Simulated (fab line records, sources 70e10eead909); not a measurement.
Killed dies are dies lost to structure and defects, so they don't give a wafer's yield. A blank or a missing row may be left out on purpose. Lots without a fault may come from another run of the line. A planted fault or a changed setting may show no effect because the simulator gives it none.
fab line records | flow nand_harc
record lots=5 wafers=15 last_day=33
route steps=1302 shown P_ZERO_WELL@42 P_STI@69
lots that met no fault: from a run of the same line without faults
start_h: hours from the record's first day to the start of the lot's first wafer shown | wait_h: hours since the lot's step before | " the same as in the row above | L1.1+2: a row that stands for several wafers | - no value, or no start given | * or withheld: withheld | < > ~ a bound
route shown NAME@n: a module of which the file shows steps, and the number in the route of the first | usual: mean/standard deviation of fault-free wafers | same: alike in all rows | chamber/n: place in a boat | sites: the reading at each site | _std_site: their standard deviation | _edge_site: outer sites' mean less inner sites' | radius_mm: how far each site lies from the wafer's centre | mask NAME#n: copy n | behind: the tool/chamber that last shaped the wafer | hold: why the lot was held/for how many hours/how that ended | device: the transistor (n, p or np) that didn't switch | end of line: the same wafers' tests at the end of the route | a step without rows: its recipe alone | killed: dies lost to structure and defects at the first sort, not the wafer's yield | map: a wafer's dies, x killed, . not, _ none there
set.NAME: the setting as run; set.NAME@STEP: as run at that earlier step | model.NAME: the simulator's own value behind a step, which no gauge read
lots at some steps of the route; a table a step, a row a wafer
services: from which hour (start_h, from the record's first day; less than 0 if before it) a tool's chamber was out of use, for how many hours, and why
## steps
# step NHARC_P_ZERO_WELL_PEB_35
# recipe peb_temp_c=118 peb_time_s=85
# columns lot.wafer tool chamber start_h wait_h
L077.1+2+5 litho_track-07 0 54.01 0.1
L086.1+2+3 litho_track-05 0 144.03 0.1
L090.1+2+5 litho_track-03 0 183.94 0.1
L092.1+2+5 litho_track-07 0 204.41 0.1
L096.1+4+6 litho_track-05 0 244.06 0.1
# step NHARC_P_ZERO_WELL_DEVELOP_36
# recipe time_s=70
# columns lot.wafer tool chamber start_h wait_h
L077.1+2+5 litho_track-07 0 - -
L086.1+2+3 litho_track-05 0 - -
L090.1+2+5 litho_track-03 0 - -
L092.1+2+5 litho_track-07 0 - -
L096.1+4+6 litho_track-05 0 - -
# step NHARC_P_ZERO_WELL_CD_MEAS_37
# recipe target_cd_nm=720 landing_energy_ev=500
# usual cd_nm=719.9/2.1
# columns lot.wafer tool chamber start_h wait_h cd_nm
L077.1 cd_sem-03 0 54.10 - 725.3
L077.2 " 0 " " 722.9
L077.5 " 0 " " 722.5
L086.1 cd_sem-01 0 144.12 - 721.4
L086.2 " 0 " " 718.0
L086.3 " 0 " " 715.6
L090.1 cd_sem-03 0 184.03 - 721.2
L090.2 " 0 " " 717.0
L090.5 " 0 " " 718.2
L092.1 cd_sem-02 0 204.50 - 719.7
L092.2 " 0 " " 723.7
L092.5 " 0 " " 722.6
L096.1 cd_sem-01 0 244.15 - 718.0
L096.4 " 0 " " 720.4
L096.6 " 0 " " 718.1
# step NHARC_P_ZERO_WELL_HARDBAKE_38
# recipe temp_c=125 time_s=80
# columns lot.wafer tool chamber start_h wait_h
L077.1+2+5 litho_track-05 0 54.18 -
L086.1+2+3 litho_track-05 0 144.20 -
L090.1+2+5 litho_track-05 0 184.11 -
L092.1+2+5 litho_track-05 0 204.58 -
L096.1+4+6 litho_track-03 0 244.23 -
# step NHARC_P_ZERO_WELL_DESCUM_39
# recipe time_s=3 o2_flow_sccm=200 ar_flow_sccm=0 bias_power_w=0 chemistry=O2
# usual drypump_motor_current_A=5.7/0.36 oes_product_au=0.999/0.011 rf_vpp_V=57.7/0.79 showerhead_plenum_p_Torr=1.88/0.075 throttle_valve_pct=11.311/0.0093
# columns lot.wafer tool chamber start_h wait_h drypump_motor_current_A oes_product_au rf_hours_counter_h rf_vpp_V showerhead_plenum_p_Torr throttle_valve_pct
L077.2 rie_diel-03 0 54.27 - 5.5 1.009 40 57.6 1.88 11.328
L077.1 " 1 " " 5.4 0.998 37 57.1 2.01 11.301
L077.5 " 0 " " 5.5 1.012 - 58.2 1.88 11.311
L086.1 rie_diel-12 0 144.38 - 5.6 0.999 14 57.5 1.83 11.316
L086.3 " 2 " " 6.0 0.992 13 58.8 2.00 11.324
L086.2 " 3 " " 5.9 0.989 15 57.6 1.94 11.330
L090.1 rie_diel-12 2 184.20 - 6.0 0.987 26 59.4 2.00 11.296
L090.2 " 0 " " 5.6 1.010 29 58.0 1.82 11.310
L090.5 " 1 " " 5.4 1.012 - 58.4 1.81 11.312
L092.1 rie_diel-03 2 204.68 - 6.1 1.010 34 58.6 1.81 11.294
L092.2 " 3 " " 5.3 0.982 35 57.7 1.77 11.321
L092.5 " 1 " " 5.3 0.997 - 57.7 1.99 11.315
L096.1 rie_diel-12 0 244.31 - 5.6 0.983 52 58.0 1.82 11.319
L096.4 " 1 " " 5.4 0.998 - 57.4 1.80 11.296
L096.6 " 3 " " 5.9 0.984 - 57.1 1.93 11.277
# step NHARC_P_ZERO_WELL_IMPLANT_40
# recipe energy_kev=300 dose_cm2=1e+13 tilt_deg=7
# usual tilt_deg=7.008/0.019
# columns lot.wafer tool chamber start_h wait_h tilt_deg
L077.1 implanter-01 0 54.41 0.1 7.051
L077.2 " 0 " " 7.019
L077.5 " 0 " " 7.012
L086.1 implanter-02 0 144.55 0.2 7.032
L086.2 " 0 " " 7.006
L086.3 " 0 " " 7.028
L090.1 implanter-02 0 184.34 0.1 7.020
L090.2 " 0 " " 7.008
L090.5 " 0 " " 7.006
L092.1 implanter-02 0 204.80 0.1 6.991
L092.2 " 0 " " 7.010
L092.5 " 0 " " 6.996
L096.1 implanter-01 0 244.49 0.2 7.027
L096.4 " 0 " " 7.022
L096.6 " 0 " " 6.999
# step NHARC_P_ZERO_WELL_IMPLANT_59
# recipe energy_kev=120 dose_cm2=5e+12 tilt_deg=7
# usual tilt_deg=7.004/0.02
# columns lot.wafer tool chamber start_h wait_h tilt_deg
L077.1 implanter-01 0 54.59 0.1 7.002
L077.2 " 0 " " 7.033
L077.5 " 0 " " 7.011
L086.1 implanter-02 0 144.73 0.2 6.980
L086.2 " 0 " " 6.976
L086.3 " 0 " " 6.977
L090.1 implanter-02 0 184.52 0.2 7.026
L090.2 " 0 " " 7.045
L090.5 " 0 " " 7.031
L092.1 implanter-02 0 204.98 0.1 7.006
L092.2 " 0 " " 6.991
L092.5 " 0 " " 7.021
L096.1 implanter-01 0 244.67 0.2 6.990
L096.4 " 0 " " 6.991
L096.6 " 0 " " 6.997
# step NHARC_P_ZERO_WELL_IMPLANT_60
# recipe energy_kev=30 dose_cm2=2e+12 tilt_deg=7
# usual tilt_deg=7.001/0.019
# columns lot.wafer tool chamber start_h wait_h tilt_deg
L077.1 implanter-01 0 54.77 0.2 7.014
L077.2 " 0 " " 6.973
L077.5 " 0 " " 7.004
L086.1 implanter-02 0 144.91 0.1 7.052
L086.2 " 0 " " 7.031
L086.3 " 0 " " 7.014
L090.1 implanter-02 0 184.70 0.2 7.018
L090.2 " 0 " " 6.979
L090.5 " 0 " " 6.991
L092.1 implanter-02 0 205.16 0.2 7.027
L092.2 " 0 " " 6.989
L092.5 " 0 " " 7.010
L096.1 implanter-01 0 244.85 0.2 6.963
L096.4 " 0 " " 6.972
L096.6 " 0 " " 6.965
# step NHARC_P_ZERO_WELL_STRIP_41
# recipe time_s=840 temp_c=130 chemistry=SPM
# columns lot.wafer tool chamber start_h wait_h
L077.1+5+2 wet_bench-03 0,1,2 55.01 0.2
L086.2+1+3 wet_bench-04 1,4,5 145.13 0.2
L090.1+5+2 wet_bench-04 7,0,2 184.93 0.2
L092.5+2+1 wet_bench-03 4,5,0 205.38 0.1
L096.1+4+6 wet_bench-03 4,5,7 245.06 0.2
# step NHARC_P_ZERO_WELL_DEHYDRATE_44
# recipe temp_c=150 time_s=120
# columns lot.wafer tool chamber start_h wait_h
L077.1+2+5 litho_track-07 0 55.32 -
L086.1+2+3 litho_track-03 0 145.46 -
L090.1+2+5 litho_track-03 0 185.25 -
L092.1+2+5 litho_track-07 0 205.71 -
L096.1+4+6 litho_track-05 0 245.39 -
# step NHARC_P_ZERO_WELL_HMDS_45
# recipe time_s=30
# columns lot.wafer tool chamber start_h wait_h
L077.1+2+5 litho_track-07 0 - -
L086.1+2+3 litho_track-03 0 - -
L090.1+2+5 litho_track-03 0 - -
L092.1+2+5 litho_track-07 0 - -
L096.1+4+6 litho_track-05 0 - -
# step NHARC_P_ZERO_WELL_COAT_46
# recipe spin_rpm=withheld
# columns lot.wafer tool chamber start_h wait_h
L077.1+2+5 litho_track-07 0 - -
L086.1+2+3 litho_track-03 0 - -
L090.1+2+5 litho_track-03 0 - -
L092.1+2+5 litho_track-07 0 - -
L096.1+4+6 litho_track-05 0 - -
# step NHARC_P_ZERO_WELL_SOFTBAKE_47
# recipe temp_c=122 time_s=95
# columns lot.wafer tool chamber start_h wait_h
L077.1+2+5 litho_track-07 0 - -
L086.1+2+3 litho_track-03 0 - -
L090.1+2+5 litho_track-03 0 - -
L092.1+2+5 litho_track-07 0 - -
L096.1+4+6 litho_track-05 0 - -
# step NHARC_P_ZERO_WELL_EBR_48
# columns lot.wafer tool chamber start_h wait_h
L077.1+2+5 litho_track-07 0 - -
L086.1+2+3 litho_track-03 0 - -
L090.1+2+5 litho_track-03 0 - -
L092.1+2+5 litho_track-07 0 - -
L096.1+4+6 litho_track-05 0 - -
# step NHARC_P_ZERO_WELL_EXPOSE_49
# recipe na=0.6 target_cd_nm=2000 dose_mj=22.64 mask_id=P_HVPW
# columns lot.wafer tool chamber start_h wait_h mask
L077.1+2+5 krf_scanner-01 0 55.59 - P_HVPW#0
L086.1+2+3 krf_scanner-03 0 145.73 - P_HVPW#0
L090.1+2+5 krf_scanner-03 0 185.39 - P_HVPW#0
L092.1+2+5 krf_scanner-01 0 205.86 - P_HVPW#0
L096.1+4+6 krf_scanner-03 0 245.54 - P_HVPW#0
# step NHARC_P_ZERO_WELL_PEB_50
# recipe peb_temp_c=118 peb_time_s=85
# columns lot.wafer tool chamber start_h wait_h
L077.1+2+5 litho_track-05 0 55.65 0.1
L086.1+2+3 litho_track-07 0 145.80 0.1
L090.1+2+5 litho_track-07 0 185.46 0.1
L092.1+2+5 litho_track-07 0 205.93 0.1
L096.1+4+6 litho_track-03 0 245.60 0.1
# step NHARC_P_ZERO_WELL_DEVELOP_51
# recipe time_s=70
# columns lot.wafer tool chamber start_h wait_h
L077.1+2+5 litho_track-05 0 - -
L086.1+2+3 litho_track-07 0 - -
L090.1+2+5 litho_track-07 0 - -
L092.1+2+5 litho_track-07 0 - -
L096.1+4+6 litho_track-03 0 - -
# step NHARC_P_ZERO_WELL_CD_MEAS_52
# recipe target_cd_nm=2000 landing_energy_ev=500
# usual cd_nm=2000.5/1.6
# columns lot.wafer tool chamber start_h wait_h cd_nm
L077.1 cd_sem-01 0 55.74 - 2004.0
L077.2 " 0 " " 1998.2
L077.5 " 0 " " 1999.7
L086.1 cd_sem-03 0 145.89 - 1997.5
L086.2 " 0 " " 1998.5
L086.3 " 0 " " 2000.4
L090.1 cd_sem-03 0 185.55 - 1999.7
L090.2 " 0 " " 2000.3
L090.5 " 0 " " 1999.5
L092.1 cd_sem-03 0 206.02 - 2000.6
L092.2 " 0 " " 1999.8
L092.5 " 0 " " 1998.8
L096.1 cd_sem-03 0 245.69 - 1999.3
L096.4 " 0 " " 2000.9
L096.6 " 0 " " 1998.4
# step NHARC_P_ZERO_WELL_HARDBAKE_53
# recipe temp_c=125 time_s=80
# columns lot.wafer tool chamber start_h wait_h
L077.1+2+5 litho_track-03 0 55.82 -
L086.1+2+3 litho_track-03 0 145.97 -
L090.1+2+5 litho_track-03 0 185.63 -
L092.1+2+5 litho_track-03 0 206.10 -
L096.1+4+6 litho_track-07 0 245.77 -
# step NHARC_P_ZERO_WELL_DESCUM_54
# recipe time_s=3 o2_flow_sccm=200 ar_flow_sccm=0 bias_power_w=0 chemistry=O2
# usual drypump_motor_current_A=5.7/0.34 oes_product_au=1.002/0.011 rf_vpp_V=57.6/0.98 showerhead_plenum_p_Torr=1.87/0.078 throttle_valve_pct=11.311/0.0085
# columns lot.wafer tool chamber start_h wait_h drypump_motor_current_A oes_product_au rf_hours_counter_h rf_vpp_V showerhead_plenum_p_Torr throttle_valve_pct
L077.1 rie_diel-12 2 55.91 - 6.0 0.999 41 58.7 2.01 11.322
L077.2 " 3 " " 5.9 0.979 34 58.8 1.95 11.308
L077.5 " 2 " " 6.0 1.002 - 58.2 2.01 11.311
L086.1 rie_diel-03 3 146.15 - 5.3 0.977 13 57.4 1.77 11.301
L086.3 " 1 " " 5.3 1.008 10 57.6 2.00 11.292
L086.2 " 2 " " 6.1 1.000 11 58.5 1.82 11.310
L090.1 rie_diel-03 1 185.73 - 5.3 0.990 26 58.4 1.99 11.317
L090.2 " 2 " " 6.1 0.999 26 57.7 1.82 11.312
L090.5 " 0 " " 5.5 1.010 - 56.5 1.87 11.306
L092.2 rie_diel-03 0 206.19 - 5.5 1.016 33 55.8 1.87 11.309
L092.1 " 2 " " 6.1 1.004 34 58.7 1.81 11.318
L092.5 " 3 " " 5.3 0.985 - 57.1 1.77 11.312
L096.1 rie_diel-03 1 245.92 - 5.3 1.015 46 59.6 1.99 11.311
L096.4 " 3 " " 5.3 0.994 47 55.3 1.76 11.310
L096.6 " 0 " " 5.5 1.020 - 57.3 1.86 11.307
# step NHARC_P_ZERO_WELL_IMPLANT_55
# recipe energy_kev=180 dose_cm2=8e+11 tilt_deg=7
# usual tilt_deg=6.991/0.02
# columns lot.wafer tool chamber start_h wait_h tilt_deg
L077.1 implanter-01 0 56.05 0.1 7.015
L077.2 " 0 " " 7.011
L077.5 " 0 " " 7.013
L086.1 implanter-01 0 146.29 0.1 6.956
L086.2 " 0 " " 6.965
L086.3 " 0 " " 7.003
L090.1 implanter-01 0 185.85 0.1 6.975
L090.2 " 0 " " 6.996
L090.5 " 0 " " 7.006
L092.1 implanter-02 0 206.33 0.1 7.010
L092.2 " 0 " " 7.015
L092.5 " 0 " " 6.974
L096.1 implanter-02 0 246.05 0.1 6.965
L096.4 " 0 " " 6.976
L096.6 " 0 " " 6.966
# step NHARC_P_ZERO_WELL_IMPLANT_61
# recipe energy_kev=30 dose_cm2=5e+11 tilt_deg=7
# usual tilt_deg=7.004/0.022
# columns lot.wafer tool chamber start_h wait_h tilt_deg
L077.1 implanter-01 0 56.23 0.2 7.003
L077.2 " 0 " " 7.016
L077.5 " 0 " " 7.023
L086.1 implanter-01 0 146.48 0.2 7.025
L086.2 " 0 " " 6.994
L086.3 " 0 " " 7.013
L090.1 implanter-01 0 186.03 0.1 7.024
L090.2 " 0 " " 6.983
L090.5 " 0 " " 6.978
L092.1 implanter-02 0 206.50 0.1 6.991
L092.2 " 0 " " 6.987
L092.5 " 0 " " 6.977
L096.1 implanter-02 0 246.23 0.2 7.013
L096.4 " 0 " " 6.967
L096.6 " 0 " " 6.961
# step NHARC_P_ZERO_WELL_STRIP_56
# recipe time_s=840 temp_c=130 chemistry=SPM
# columns lot.wafer tool chamber start_h wait_h
L077.2+5+1 wet_bench-03 1,3,4 56.47 0.2
L086.3+2+1 wet_bench-03 4,5,0 146.69 0.1
L090.1+5+2 wet_bench-03 5,6,0 186.28 0.2
L092.2+5+1 wet_bench-04 4,5,7 206.73 0.2
L096.4+6+1 wet_bench-05 6,7,2 246.45 0.1
# step NHARC_P_ZERO_WELL_PRECLEAN_68
# recipe time_s=60 temp_c=50 bath_age_min=0 chemistry=SC1
# usual nh4oh_flow_mL_min=28.29/0.094
# columns lot.wafer tool chamber start_h wait_h nh4oh_flow_mL_min
L077.2 wet_bench-03 1 - - 28.33
L077.5 " 3 " " 28.19
L077.1 " 4 " " 28.38
L086.3 wet_bench-03 4 - - 28.24
L086.2 " 5 " " 28.27
L086.1 " 0 " " 28.31
L090.1 wet_bench-03 5 - - 28.20
L090.5 " 6 " " 28.18
L090.2 " 0 " " 28.32
L092.2 wet_bench-04 4 - - 28.29
L092.5 " 5 " " 28.32
L092.1 " 7 " " 28.17
L096.4 wet_bench-05 6 - - 28.22
L096.6 " 7 " " 28.21
L096.1 " 2 " " 28.12
# step NHARC_P_ZERO_WELL_SRD_69
# columns lot.wafer tool chamber start_h wait_h
L077.2+5+1 wet_bench-03 1,3,4 - -
L086.3+2+1 wet_bench-03 4,5,0 - -
L090.1+5+2 wet_bench-03 5,6,0 - -
L092.2+5+1 wet_bench-04 4,5,7 - -
L096.4+6+1 wet_bench-05 6,7,2 - -
# step NHARC_P_ZERO_WELL_RTA_42
# recipe temp_c=1100 time_s=300
# usual anneal_temp_c_max=1103.6/0.72 lamp_power_pct=37.3/1.8 lamp_zone_1_pct=37.3/1.8 wafer_temp_C_max=1104.2/1.5
# columns lot.wafer tool chamber start_h wait_h anneal_temp_c_max lamp_power_pct lamp_zone_1_pct wafer_temp_C_max
L077.1 rtp_anneal-01 0 56.89 - 1102.8 39.1 39.1 1107.8
L077.2 " 0 " " 1104.5 39.2 39.0 1104.9
L077.5 " 0 " " 1103.2 39.1 39.1 1106.7
L086.1 rtp_anneal-02 0 147.12 - 1104.4 35.5 35.6 1103.3
L086.2 " 0 " " 1104.1 35.5 35.4 1102.9
L086.3 " 0 " " 1104.5 35.4 35.5 1101.9
L090.1 rtp_anneal-01 0 186.77 - 1103.8 39.1 39.1 1106.0
L090.2 " 0 " " 1103.9 39.0 39.1 1105.2
L090.5 " 0 " " 1104.1 39.1 39.1 1105.6
L092.1 rtp_anneal-01 0 207.15 - 1104.0 39.1 39.1 1105.2
L092.2 " 0 " " 1104.0 39.1 39.1 1104.2
L092.5 " 0 " " 1103.7 39.1 39.1 1103.6
L096.1 rtp_anneal-02 0 246.88 - 1104.0 35.5 35.5 1103.8
L096.4 " 0 " " 1103.1 35.4 35.5 1102.6
L096.6 " 0 " " 1103.4 35.5 35.6 1102.5
# step NHARC_P_ZERO_WELL_INSPECT_43
# usual raw_defect_count=13/5.8
# columns lot.wafer tool chamber start_h wait_h raw_defect_count
L077.1 defect_inspect-01 - 57.58 0.6 14
L077.2 " - " " 6
L077.5 " - " " 7
L086.1 defect_inspect-01 - 147.80 0.6 15
L086.2 " - " " 8
L086.3 " - " " 14
L090.1 defect_inspect-01 - 187.45 0.6 13
L090.2 " - " " 17
L090.5 " - " " 13
L092.1 defect_inspect-02 - 207.83 0.6 6
L092.2 " - " " 18
L092.5 " - " " 15
L096.1 defect_inspect-01 - 247.56 0.6 8
L096.4 " - " " 16
L096.6 " - " " 8
# step NHARC_P_STI_ETCH_26
# recipe target_depth_a=110 chemistry=dHF material=SiO2
# columns lot.wafer tool chamber start_h wait_h
L077.2+5+1 wet_bench-09 3,7,0 57.63 0.0
L086.1+3+2 wet_bench-02 7,0,1 147.86 0.1
L090.2+5+1 wet_bench-02 3,6,0 187.50 0.1
L092.5+2+1 wet_bench-02 2,5,6 207.90 0.1
L096.6+1+4 wet_bench-09 0,3,4 247.61 0.0
# step NHARC_P_STI_PRECLEAN_27
# recipe time_s=* temp_c=50 bath_age_min=0 chemistry=SC1
# usual nh4oh_flow_mL_min=28.30/0.1
# columns lot.wafer tool chamber start_h wait_h nh4oh_flow_mL_min
L077.2 wet_bench-09 3 57.71 0.1 28.14
L077.5 " 7 " " 28.38
L077.1 " 0 " " 28.21
L086.1 wet_bench-02 7 147.92 0.0 28.44
L086.3 " 0 " " 28.44
L086.2 " 1 " " 28.27
L090.2 wet_bench-02 3 187.57 0.1 28.14
L090.5 " 6 " " 28.20
L090.1 " 0 " " 28.44
L092.5 wet_bench-02 2 207.95 0.0 28.18
L092.2 " 5 " " 28.48
L092.1 " 6 " " 28.26
L096.6 wet_bench-09 0 247.69 0.1 28.32
L096.1 " 3 " " 28.25
L096.4 " 4 " " 28.30
# step NHARC_P_STI_SRD_28
# columns lot.wafer tool chamber start_h wait_h
L077.2+5+1 wet_bench-09 3,7,0 - -
L086.1+3+2 wet_bench-02 7,0,1 - -
L090.2+5+1 wet_bench-02 3,6,0 - -
L092.5+2+1 wet_bench-02 2,5,6 - -
L096.6+1+4 wet_bench-09 0,3,4 - -
# step NHARC_P_STI_OXIDE_29
# recipe target_thk_a=100 temp_c=900 ox_time_s=1362 material=SiO2
# usual spike_tc_upper_C=898.8/1.1 zone_power_lower_pct=20.4/1.4
# columns lot.wafer tool chamber start_h wait_h spike_tc_upper_C zone_power_lower_pct
L077.1 furnace-03 0 63.98 - 898.5 19.4
L077.2 " 0 " " 899.1 19.3
L077.5 " 0 " " 899.5 19.3
L086.1 furnace-03 0 152.98 - 898.7 19.5
L086.2 " 0 " " 899.7 19.2
L086.3 " 0 " " 897.1 19.3
L090.1 furnace-03 0 191.40 - 897.8 19.3
L090.2 " 0 " " 897.8 19.2
L090.5 " 0 " " 897.2 19.2
L092.1 furnace-06 0 212.44 - 900.1 19.3
L092.2 " 0 " " 900.8 19.3
L092.5 " 0 " " 900.1 19.4
L096.1 furnace-02 0 251.02 - 900.1 22.5
L096.4 " 0 " " 900.5 22.4
L096.6 " 0 " " 898.0 22.6
# step NHARC_P_STI_HM_DEP_30
# recipe target_thk_a=800 temp_c=790 pressure_mtorr=300 time_s=873 material=Si3N4
# usual spike_tc_upper_C=790.3/1.2 susceptor_temp_C=790.0/0.31 zone_power_lower_pct=13.6/0.78
# columns lot.wafer tool chamber start_h wait_h spike_tc_upper_C susceptor_temp_C zone_power_lower_pct
L077.1 lpcvd-02 1 71.15 3.5 791.9 789.9 14.2
L077.2 " 1 " " 791.3 790.4 14.2
L077.5 " 1 " " 791.9 789.9 14.4
L086.1 lpcvd-01 1 160.32 3.7 791.5 790.1 12.4
L086.2 " 1 " " 791.9 790.8 12.4
L086.3 " 1 " " 790.0 790.5 12.3
L090.1 lpcvd-02 0 198.57 3.5 789.1 790.0 14.2
L090.2 " 0 " " 790.0 789.8 14.3
L090.5 " 0 " " 790.1 790.1 14.2
L092.1 lpcvd-02 0 219.59 3.5 789.0 789.9 14.4
L092.2 " 0 " " 787.8 789.7 14.2
L092.5 " 0 " " 789.2 789.8 14.4
L096.1 lpcvd-02 1 258.18 3.5 791.6 790.0 14.3
L096.4 " 1 " " 792.1 790.2 14.1
L096.6 " 1 " " 791.7 790.2 14.2
# step NHARC_P_STI_DEHYDRATE_01
# recipe temp_c=150 time_s=120
# columns lot.wafer tool chamber start_h wait_h
L077.1+2+5 litho_track-07 0 74.79 0.4
L086.1+2+3 litho_track-02 0 164.01 0.4
L090.1+2+5 litho_track-02 0 202.22 0.4
L092.1+2+5 litho_track-02 0 223.25 0.4
L096.1+4+6 litho_track-07 0 261.79 0.4
# step NHARC_P_STI_HMDS_02
# recipe time_s=30
# columns lot.wafer tool chamber start_h wait_h
L077.1+2+5 litho_track-07 0 - -
L086.1+2+3 litho_track-02 0 - -
L090.1+2+5 litho_track-02 0 - -
L092.1+2+5 litho_track-02 0 - -
L096.1+4+6 litho_track-07 0 - -
# step NHARC_P_STI_COAT_41
# recipe temp_c=200 time_s=65
# columns lot.wafer tool chamber start_h wait_h
L077.1+2+5 litho_track-07 0 - -
L086.1+2+3 litho_track-02 0 - -
L090.1+2+5 litho_track-02 0 - -
L092.1+2+5 litho_track-02 0 - -
L096.1+4+6 litho_track-07 0 - -
# step NHARC_P_STI_COAT_03
# recipe spin_rpm=2000 resist_thk_nm=600
# columns lot.wafer tool chamber start_h wait_h
L077.1+2+5 litho_track-07 0 - -
L086.1+2+3 litho_track-02 0 - -
L090.1+2+5 litho_track-02 0 - -
L092.1+2+5 litho_track-02 0 - -
L096.1+4+6 litho_track-07 0 - -
# step NHARC_P_STI_SOFTBAKE_04
# recipe temp_c=125 time_s=70
# columns lot.wafer tool chamber start_h wait_h
L077.1+2+5 litho_track-07 0 - -
L086.1+2+3 litho_track-02 0 - -
L090.1+2+5 litho_track-02 0 - -
L092.1+2+5 litho_track-02 0 - -
L096.1+4+6 litho_track-07 0 - -
# step NHARC_P_STI_EBR_05
# columns lot.wafer tool chamber start_h wait_h
L077.1+2+5 litho_track-07 0 - -
L086.1+2+3 litho_track-02 0 - -
L090.1+2+5 litho_track-02 0 - -
L092.1+2+5 litho_track-02 0 - -
L096.1+4+6 litho_track-07 0 - -
# step NHARC_P_STI_EXPOSE_06
# recipe na=0.55 target_cd_nm=200 dose_mj=37.69 mask_id=P_STI
# columns lot.wafer tool chamber start_h wait_h mask
L077.1+2+5 krf_scanner-01 0 74.96 - P_STI#0
L086.1+2+3 krf_scanner-04 0 164.30 - P_STI#0
L090.1+2+5 krf_scanner-02 0 202.39 - P_STI#0
L092.1+2+5 krf_scanner-01 0 223.54 - P_STI#0
L096.1+4+6 krf_scanner-04 0 261.95 - P_STI#0
# step NHARC_P_STI_PEB_07
# recipe peb_temp_c=128 peb_time_s=80
# columns lot.wafer tool chamber start_h wait_h
L077.1+2+5 litho_track-02 0 75.02 0.1
L086.1+2+3 litho_track-07 0 164.37 0.1
L090.1+2+5 litho_track-02 0 202.45 0.1
L092.1+2+5 litho_track-02 0 223.60 0.1
L096.1+4+6 litho_track-02 0 262.02 0.1
# step NHARC_P_STI_DEVELOP_08
# recipe time_s=50 dev_temp_c=22
# columns lot.wafer tool chamber start_h wait_h
L077.1+2+5 litho_track-02 0 - -
L086.1+2+3 litho_track-07 0 - -
L090.1+2+5 litho_track-02 0 - -
L092.1+2+5 litho_track-02 0 - -
L096.1+4+6 litho_track-02 0 - -
# step NHARC_P_STI_CD_MEAS_09
# recipe target_cd_nm=200 landing_energy_ev=500
# usual cd_nm=201.5/1.9
# columns lot.wafer tool chamber start_h wait_h cd_nm
L077.1 cd_sem-03 0 75.11 - 203.9
L077.2 " 0 " " 197.8
L077.5 " 0 " " 202.0
L086.1 cd_sem-03 0 164.45 - 197.4
L086.2 " 0 " " 198.2
L086.3 " 0 " " 197.1
L090.1 cd_sem-03 0 202.54 - 201.1
L090.2 " 0 " " 203.5
L090.5 " 0 " " 202.3
L092.1 cd_sem-03 0 223.69 - 202.1
L092.2 " 0 " " 203.4
L092.5 " 0 " " 202.8
L096.1 cd_sem-02 0 262.10 - 201.4
L096.4 " 0 " " 203.9
L096.6 " 0 " " 200.2
# step NHARC_P_STI_OVL_MEAS_10
# usual overlay_x_nm=-2/5.8 overlay_y_nm=-1/5.5
# columns lot.wafer tool chamber start_h wait_h overlay_x_nm overlay_y_nm
L077.1 overlay-01 - 75.20 - -7 -2
L077.2 " - " " -8 -2
L077.5 " - " " -8 -2
L086.1 overlay-02 - 164.54 - -10 5
L086.2 " - " " -9 5
L086.3 " - " " -9 5
L090.1 overlay-01 - 202.63 - -7 -11
L090.2 " - " " -8 -11
L090.5 " - " " -8 -11
L092.1 overlay-02 - 223.78 - -5 -11
L092.2 " - " " -5 -10
L092.5 " - " " -6 -10
L096.1 overlay-01 - 262.19 - -2 6
L096.4 " - " " -2 6
L096.6 " - " " -2 6
# step NHARC_P_STI_INSPECT_11
# usual raw_defect_count=6/3.1
# columns lot.wafer tool chamber start_h wait_h raw_defect_count
L077.1 defect_inspect-02 - 75.23 0.0 3
L077.2 " - " " 1
L077.5 " - " " 6
L086.1 defect_inspect-02 - 164.58 0.0 6
L086.2 " - " " 2
L086.3 " - " " 5
L090.1 defect_inspect-02 - 202.67 0.0 10
L090.2 " - " " 6
L090.5 " - " " 5
L092.1 defect_inspect-02 - 223.81 0.0 4
L092.2 " - " " 3
L092.5 " - " " 6
L096.1 defect_inspect-01 - 262.23 0.0 6
L096.4 " - " " 5
L096.6 " - " " 4
# step NHARC_P_STI_HARDBAKE_13
# recipe temp_c=118 time_s=65
# columns lot.wafer tool chamber start_h wait_h
L077.1+2+5 litho_track-02 0 75.29 0.1
L086.1+2+3 litho_track-07 0 164.64 0.1
L090.1+2+5 litho_track-05 0 202.73 0.1
L092.1+2+5 litho_track-05 0 223.87 0.1
L096.1+4+6 litho_track-05 0 262.29 0.1
# step NHARC_P_STI_DESCUM_14
# recipe time_s=3 o2_flow_sccm=200 ar_flow_sccm=0 bias_power_w=0 chemistry=O2
# usual drypump_motor_current_A=5.7/0.45 oes_product_au=0.999/0.0087 rf_vpp_V=58.0/0.9 showerhead_plenum_p_Torr=1.96/0.068 throttle_valve_pct=11.311/0.0099
# columns lot.wafer tool chamber start_h wait_h drypump_motor_current_A oes_product_au rf_hours_counter_h rf_vpp_V showerhead_plenum_p_Torr throttle_valve_pct
L077.2 rie_diel-05 1 75.37 - 6.3 0.993 1 58.1 1.95 11.326
L077.1 " 3 " " 5.3 0.990 1 58.3 1.87 11.327
L077.5 " 2 " " 5.5 0.993 - 60.1 1.99 11.310
L086.3 rie_diel-06 3 164.71 - 5.3 0.996 2 57.0 2.02 11.329
L086.1 " 0 " " 6.5 0.998 2 57.8 1.85 11.326
L086.2 " 1 " " 5.7 1.017 2 57.5 2.03 11.314
L090.1 rie_diel-05 2 202.80 - 5.4 0.998 8 58.9 1.98 11.301
L090.2 " 3 " " 5.3 0.994 7 58.0 1.87 11.313
L090.5 " 3 " " 5.4 0.993 - 58.4 1.87 11.323
L092.2 rie_diel-05 3 223.95 - 5.3 0.996 8 59.2 1.87 11.319
L092.1 " 1 " " 6.3 0.989 7 57.2 1.95 11.305
L092.5 " 3 " " 5.3 0.988 - 56.6 1.87 11.313
L096.4 rie_diel-06 1 262.36 - 5.7 1.004 9 57.8 2.03 11.307
L096.1 " 0 " " 6.5 0.988 9 57.5 1.84 11.307
L096.6 " 1 " " 5.8 1.011 - 56.5 2.03 11.307
## services
# columns tool chamber start_h hours kind
implanter-02 - 31.22 5.5 repair
wet_bench-03 - 34.40 8.0 pm
wet_bench-04 - 51.20 8.0 pm
litho_track-02 - 52.00 7.0 pm
wet_bench-02 - 68.00 8.0 pm
litho_track-07 - 76.00 7.0 pm
implanter-02 - 79.01 1.9 repair
implanter-02 - 87.41 2.4 repair
implanter-02 - 92.27 1.1 repair
litho_track-03 - 100.00 7.0 pm
rie_diel-03 - 104.58 9.0 pm
litho_track-05 - 124.00 7.0 pm
rie_diel-03 0 130.62 1.3 repair
implanter-02 - 146.00 13.0 pm
wet_bench-09 - 176.80 8.0 pm
rie_diel-03 0 180.23 1.7 repair
implanter-01 - 206.42 0.6 repair
implanter-02 - 209.30 7.9 repair
wet_bench-03 - 210.40 8.0 pm
wet_bench-04 - 213.21 6.5 repair
litho_track-02 - 227.00 7.0 pm
wet_bench-04 - 227.20 8.0 pm
wet_bench-02 - 244.00 8.0 pm
litho_track-07 - 251.00 7.0 pm
## key
fault none
